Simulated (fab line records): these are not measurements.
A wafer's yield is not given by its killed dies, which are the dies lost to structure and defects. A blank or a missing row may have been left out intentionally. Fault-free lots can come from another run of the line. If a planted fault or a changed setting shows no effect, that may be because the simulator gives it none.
Comparing a struck lot with a sound one	flow nand harc	16 steps out of a route of 1302
Sound: wafers L348.2, L348.3, L348.5. Struck: wafers L353.1, L353.4. (L353.3 of the same lot was not struck and is left out.) The cause comes at the end.
Each step with rows lists, per side, the tool, then ch with its chambers, then its first start. Under that, the readings that differ: sound wafers	struck wafers	difference of the means	sigmas: that difference in standard deviations of wafers without a fault.
alike: same words and numbers on both sides, and readings whose means sit less than 2 such deviations apart. not compared: any withheld reading, any reading some wafer has no value for, any bound like >300 that may hide the same value, and any number with overlapping values for which the record gives no deviation.
A row with sigmas, a row that says differs or no value, or rows on one side alone: a step with any of these is where the two part. Numbers that have no deviation but don't overlap get no sigmas and don't part them. Lack of a reading on every wafer of one side parts them only where that side has two or more wafers.

NHARC_P_M1_INSPECT_11:
  struck on defect inspect-02, day 9 10:28; sound on defect inspect-02, day 6 21:01
  alike: raw defect count
then, 3 steps without rows for these wafers: NHARC_P_M1_DESCUM_14 (chemistry O2, time 3 s); NHARC_P_M1_ETCH_35 (etches the open film in N2/H2, target depth 40 nm, overetch 12 nm, time 43.94 s); NHARC_P_M1_ETCH_15 (etches the open film in C4F8/Ar, target depth 182.5 nm, time 91.2 s).
NHARC_P_M1_CD_MEAS_16:
  struck on cd sem-03, day 9 10:53; sound on cd sem-02, day 6 21:23
  alike: cd nm
NHARC_P_M1_STRIP_18: strips in N2/H2.
  sound on rie diel-13 ch 0,2, day 6 21:28; struck on rie diel-02 ch 1,3, day 9 11:00
  alike: drypump motor current A, n2 flow sccm, oes product au, rf fwd power W, rf vpp V, showerhead plenum p Torr, throttle valve pct
  not compared: rf hours counter h
NHARC_P_M1_ETCH_28: etches the open film in CF4/N2, target depth 30 nm, time 72.99 s.
  sound on rie diel-13 ch 1,2,3; struck on rie diel-02 ch 0,3
reading	sound	struck	difference	sigmas
oes product au (a.u.)	0.994 1.000 0.986	1.010 1.009	+0.016	+2
rf fwd power W (W)	298.0 298.4 298.6	295.0 295.8	-2.9	-3
  alike: bias w, drypump motor current A, n2 flow sccm, rf vpp V, showerhead plenum p Torr, throttle valve pct
  not compared: rf hours counter h
then, 3 steps without rows for these wafers: NHARC_P_M1_STRIP_19 (strips in post etch residue remover, time 600 s); NHARC_P_M1_DEGAS_29 (time 60 s); NHARC_P_M1_PRE_CLEAN_30 (time 30 s).
NHARC_P_M1_PVD_20: deposits TaN, target thk 5 nm, time 8.06 s.
  sound on pvd sputter-03; struck on pvd sputter-02
  alike: substrate temp c, throttle valve pct
NHARC_P_M1_PVD_21: deposits Cu, target thk 30 nm, time 20.49 s.
  sound on pvd sputter-03; struck on pvd sputter-02
  alike: substrate temp c, throttle valve pct
NHARC_P_M1_ECD_22: material Cu, target thk 400 nm.
  sound on ecd cu-02 ch 0,1, day 6 22:34; struck on ecd cu-01 ch 0,1, day 9 11:59
NHARC_P_M1_ANNEAL_31: time 90 s.
  sound on rtp anneal-02 ch 0, day 6 22:56; struck on rtp anneal-02 ch 0, day 9 12:22
  alike: wafer_temp_C_max
NHARC_P_M1_CMP_23: polishes, t overpolish 20 s, target thk 157.82 nm.
  sound on cmp-03 ch 2,3, day 6 23:14; struck on cmp-01 ch 0,3, day 9 12:42
reading	sound	struck	difference	sigmas
time to endpoint s (s)	31.1 28.7 28.4	40.8 36.4	+9.2	+5
  alike: motor current A
  not compared: pad life wafers
NHARC_P_M1_THK_MEAS_24: measures by xrf.
  struck on film metro-01, day 9 13:01; sound on film metro-01, day 6 23:34
  alike: thk nm

== WHERE THEY PART ==
First at NHARC_P_M1_ETCH_28; last, within this record, at NHARC_P_M1_CMP_23. Later steps at which nothing parts them and some readings are alike: NHARC_P_M1_THK_MEAS_24.

WHY: the cause the simulator had injected
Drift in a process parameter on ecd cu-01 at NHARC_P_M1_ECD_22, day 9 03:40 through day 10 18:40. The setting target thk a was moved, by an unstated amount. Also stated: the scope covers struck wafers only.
